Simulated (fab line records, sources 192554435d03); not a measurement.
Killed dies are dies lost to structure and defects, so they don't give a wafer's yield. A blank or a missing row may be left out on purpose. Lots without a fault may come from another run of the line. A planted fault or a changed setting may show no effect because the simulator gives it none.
Which tool did it? | flow n5_finfet | 8 lots, 24 wafers sampled, at 3 steps of a route of 1938

WHAT THE GAUGES READ, wafer by wafer
N5_SD_EPI_P_EPI_MEAS_23.
lot  | measured    | on            | thk_nm (nm)
L373 | day 5 11:56 | film_metro-02 | 61.0 61.8 60.0
L375 | day 5 23:02 | film_metro-02 | 61.5 60.0 59.4
L376 | day 6 05:53 | film_metro-01 | 59.8 61.2 59.3
L382 | day 7 15:16 | film_metro-01 | 69.9 61.1 60.2
L383 | day 7 21:14 | film_metro-02 | 69.3 62.9 68.9
L384 | day 8 02:53 | film_metro-01 | 61.4 60.6 62.1
L385 | day 8 09:56 | film_metro-01 | 60.5 60.9 60.0
L386 | day 8 16:51 | film_metro-01 | 59.4 63.3 62.8

WHICH TOOL RAN EACH LOT (tool, then ch and the chambers of the sampled wafers, then the start)
lot  | N5_SD_EPI_P_ETCH_16               | N5_SD_EPI_P_EPI_21
L373 | rie_diel-03 ch 0,2,3, day 5 08:10 | epi_rpcvd-04 ch 0, day 5 09:01
L375 | rie_diel-06 ch 1,2, day 5 20:05   | epi_rpcvd-04 ch 0, day 5 21:55
L376 | rie_diel-06 ch 1,3, day 6 02:58   | epi_rpcvd-04 ch 0, day 6 03:42
L382 | rie_diel-06 ch 0,2,3, day 7 12:20 | epi_rpcvd-04 ch 0, day 7 13:04
L383 | rie_diel-06 ch 0,1,3, day 7 18:18 | epi_rpcvd-04 ch 0, day 7 19:02
L384 | rie_diel-01 ch 0,2, day 7 23:06   | epi_rpcvd-01 ch 0, day 7 23:57
L385 | rie_diel-01 ch 2,3, day 8 06:10   | epi_rpcvd-01 ch 0, day 8 07:02
L386 | rie_diel-06 ch 1,2,3, day 8 13:04 | epi_rpcvd-01 ch 0, day 8 15:22
- N5_SD_EPI_P_ETCH_16: etches SiO2 in CHF3/O2, target depth 5 nm.
- N5_SD_EPI_P_EPI_21: deposits SiGe:B, time 355 s.

THE ANSWER, worked out from the rows above alone
Rule: what is usual is taken from the lots themselves. Put in order of their means at a reading, lots are off if they are a third of the lots or fewer, leave a main group of 4 or more, and stand apart from it by a gap of 3 or more times the standard deviation of the main group's means; of several such gaps the widest counts. A main group whose means are all the same, to the digits that the tables above print for the reading, isn't used. A lot without any number at a reading at which 4 lots or more have one is off too. The other lots that the step has rows for count as sound.
Off: L382, L383, at N5_SD_EPI_P_EPI_MEAS_23 (thk_nm). The main group: mean 60.8 nm, standard deviation 0.61.
A tool fits if, at a process step before that reading, it ran every lot that is off, and no sound lot after the first of them. The gauges at N5_SD_EPI_P_EPI_MEAS_23 are tried like those tools. One fits: epi_rpcvd-04 at N5_SD_EPI_P_EPI_21. Its last sound lot is L376 (day 6 03:42), its first lot that is off L382 (day 7 13:04): a fault that began between those two fits.

WHAT THE SIMULATOR HAD PUT IN
Process parameter drift: epi_rpcvd-04, from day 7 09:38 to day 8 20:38, at N5_SD_EPI_P_EPI_21. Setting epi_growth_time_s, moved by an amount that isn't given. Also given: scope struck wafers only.
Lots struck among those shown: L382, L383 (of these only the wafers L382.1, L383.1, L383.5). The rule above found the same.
